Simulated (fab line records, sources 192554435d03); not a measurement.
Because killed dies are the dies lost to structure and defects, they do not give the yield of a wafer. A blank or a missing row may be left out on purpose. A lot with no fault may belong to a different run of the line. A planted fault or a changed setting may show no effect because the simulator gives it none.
Lot-split experiment + flow n5-finfet + 7 lots, 21 wafers read, on a route of 1938 steps

## THE SPLIT ITSELF
At N5_BEOL_M3_EXPOSE_25 (exposes mask V2, defocus 5 nm), the setting dose-mj was moved away from the recipe's 63 on 7 of the 21 wafers read, by -7.4% to -2.8%. All remaining wafers had this setting at the recipe value.

## FROM THE SPLIT TO THE READING: what the file shows between them, 2 steps
- N5_BEOL_M3_PEB_26: peb time 60 s
- N5_BEOL_M3_DEVELOP_27: develop time 30 s

## THE READING
cd-nm, in nm, at N5_BEOL_M3_CD_MEAS_28 (target cd 25.7 nm, target cd y 23.3 nm). A value of 25.75 nm with a standard deviation of 0.23 nm is what fault-free wafers of this fab line usually give.

| wafer  | tool, chamber at the split | dose-mj as run | against the recipe | cd-nm, nm | against lot-mates on the recipe |
|--------|----------------------------|----------------|--------------------|-----------|---------------------------------|
| L078.4 | euv-scanner-01, 0          | 63             | recipe             | 25.53     | -                               |
| L078.5 | euv-scanner-01, 0          | 63             | recipe             | 25.63     | -                               |
| L078.6 | euv-scanner-01, 0          | 60.8           | -3.5%              | 25.08     | -0.50                           |
| L080.1 | euv-scanner-02, 0          | 63             | recipe             | 25.95     | -                               |
| L080.2 | euv-scanner-02, 0          | 63             | recipe             | 25.89     | -                               |
| L080.6 | euv-scanner-02, 0          | 63             | recipe             | 26.37     | -                               |
| L081.1 | euv-scanner-02, 0          | 58.36          | -7.4%              | 24.40     | -1.24                           |
| L081.3 | euv-scanner-02, 0          | 58.36          | -7.4%              | 24.57     | -1.07                           |
| L081.5 | euv-scanner-02, 0          | 63             | recipe             | 25.64     | -                               |
| L083.1 | euv-scanner-02, 0          | 61.23          | -2.8%              | 25.35     | -0.25                           |
| L083.2 | euv-scanner-02, 0          | 61.23          | -2.8%              | 25.08     | -0.52                           |
| L083.4 | euv-scanner-02, 0          | 63             | recipe             | 25.60     | -                               |
| L084.2 | euv-scanner-01, 0          | 63             | recipe             | 25.47     | -                               |
| L084.5 | euv-scanner-01, 0          | 63             | recipe             | 25.69     | -                               |
| L084.6 | euv-scanner-01, 0          | 63             | recipe             | 25.82     | -                               |
| L088.1 | euv-scanner-02, 0          | 63             | recipe             | 25.36     | -                               |
| L088.3 | euv-scanner-02, 0          | 59.63          | -5.3%              | 24.53     | -0.83                           |
| L088.4 | euv-scanner-02, 0          | 59.63          | -5.3%              | 24.78     | -0.58                           |
| L091.1 | euv-scanner-02, 0          | 63             | recipe             | 26.49     | -                               |
| L091.4 | euv-scanner-02, 0          | 63             | recipe             | 26.21     | -                               |
| L091.6 | euv-scanner-02, 0          | 63             | recipe             | 25.79     | -                               |

THE FIT
A straight line over all 21 wafers: cd-nm changes by +0.194 nm for each +1% of dose-mj; r = +0.87; the points scatter about the line by 0.29 nm.
The same after taking each lot's own level away (the mean of its wafers on the recipe; 21 wafers): +0.148 nm for each +1%; r = +0.92; scatter 0.17 nm.
That fit puts the effect of the largest move of dose-mj on the reading at 1.1 nm.
The lots' own levels span 25.360 to 26.163 nm, that is 3.5 times the standard deviation above.
In other words, the slope is changed by the lot-to-lot level; the two fits disagree.
Check: for one of the wafers moved furthest among these (-7.4%), held out of the fit, the line's prediction against its lot-mates is -1.02 nm. Against them it came out at -1.24 nm.

## OTHER SPLITS ON THESE WAFERS
Other splits were also applied to these wafers ahead of the reading. Each is held against what the fit with the lots' levels taken away leaves over:
| other split on the same wafers | wafers away from the commonest value | r with cd-nm (lot level and that fit taken away) |
|--------------------------------|--------------------------------------|--------------------------------------------------|
| N5_BEOL_M2_COAT_73 spin-rpm    | 6                                    | -0.54                                            |

## THE FILE'S OWN FIT
cd-nm changes by +0.146 nm for each +1% of dose-mj, r = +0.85.
